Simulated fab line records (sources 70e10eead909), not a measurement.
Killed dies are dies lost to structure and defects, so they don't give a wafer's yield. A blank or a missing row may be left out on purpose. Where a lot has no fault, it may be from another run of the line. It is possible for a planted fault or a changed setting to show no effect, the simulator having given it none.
Matching of chambers | flow nand_harc | NHARC_P_M0_STRIP_18 on rie_diel-01 has 4 sister chambers
The step strips in N2/H2. 22 wafers are shown with their chamber, then 11 later ones without.

== EACH WAFER AND ITS CHAMBER ==
wafer  | chamber | drypump_motor_current_A (A) | showerhead_plenum_p_Torr (Torr) | power_w (W)
L074.1 | 3       | 6.3                         | 1.96                            | 1004.5
L074.4 | 0       | 6.0                         | 1.95                            | 999.7
L074.5 | 0       | 6.0                         | 1.95                            | 1003.4
L075.1 | 1       | 5.0                         | 1.89                            | 998.0
L075.5 | 0       | 6.1                         | 1.95                            | 999.5
L075.6 | 3       | 6.3                         | 1.96                            | 1001.1
L082.3 | 3       | 6.3                         | 1.96                            | 1000.1
L082.4 | 0       | 6.1                         | 1.94                            | 1002.1
L082.5 | 2       | 4.9                         | 2.07                            | 1004.2
L085.2 | 0       | 6.0                         | 1.94                            | 998.0
L085.3 | 2       | 5.0                         | 2.07                            | 997.7
L085.4 | 1       | 5.0                         | 1.88                            | 1001.8
L086.1 | 3       | 6.3                         | 1.96                            | 999.7
L086.4 | 3       | 6.3                         | 1.96                            | 1006.3
L086.6 | 2       | 5.0                         | 2.07                            | 997.1
L088.2 | 1       | 5.0                         | 1.88                            | 1004.8
L088.3 | 2       | 5.0                         | 2.07                            | 998.1
L088.5 | 2       | 5.0                         | 2.07                            | 994.7
L089.3 | 0       | 6.0                         | 1.94                            | 1003.9
L089.4 | 3       | 6.3                         | 1.96                            | 1000.3
L089.5 | 3       | 6.3                         | 1.96                            | 1003.2
L093.3 | 0       | 6.0                         | 1.94                            | 997.0

SIGNATURES (averages over the wafers above)
reading                  | chamber 0 | chamber 1 | chamber 2 | chamber 3 | scatter within a chamber
drypump_motor_current_A  | 6.029     | 5.000     | 4.980     | 6.300     | 0.0352
showerhead_plenum_p_Torr | 1.9443    | 1.8833    | 2.0700    | 1.9600    | 0.00364
power_w                  | 1000.514  | 1001.533  | 998.360   | 1002.171  | 2.93
Rule: distance of a wafer from a chamber = root of the sum over the readings of ((wafer's reading minus chamber's mean) / reading's scatter) squared. If the next closest chamber is less than 2 further off than the closest, the wafer can't be placed; otherwise it belongs to the closest. How the scatter is found: for the shown wafers, subtract from each reading the mean of its chamber, square and add these, divide the total by (wafers less chambers), then take the root.

== WAFERS WITHOUT THEIR CHAMBER ==
wafer  | drypump_motor_current_A (A) | showerhead_plenum_p_Torr (Torr) | power_w (W)
L093.5 | 6.3                         | 1.95                            | 1004.0
L093.6 | 4.9                         | 2.06                            | 996.0
L094.1 | 6.0                         | 1.94                            | 998.8
L094.4 | 6.3                         | 1.95                            | 994.8
L094.5 | 6.3                         | 1.95                            | 996.4
L095.2 | 6.0                         | 1.94                            | 994.2
L095.5 | 6.3                         | 1.95                            | 1001.8
L095.6 | 4.9                         | 2.06                            | 997.7
L096.1 | 5.0                         | 1.88                            | 998.2
L096.5 | 4.9                         | 1.88                            | 1000.4
L096.6 | 4.9                         | 2.06                            | 991.7

== CHAMBER TAKEN BY EACH ==
wafer  | from the rows above | in truth
L093.5 | 3                   | 3
L093.6 | 2                   | 2
L094.1 | 0                   | 0
L094.4 | 3                   | 3
L094.5 | 3                   | 3
L095.2 | 0                   | 0
L095.5 | 3                   | 3
L095.6 | 2                   | 2
L096.1 | 1                   | 1
L096.5 | 1                   | 1
L096.6 | 2                   | 2
11 of 11 placed correctly. Can't be placed from these rows: 0. 0 placed wrongly.
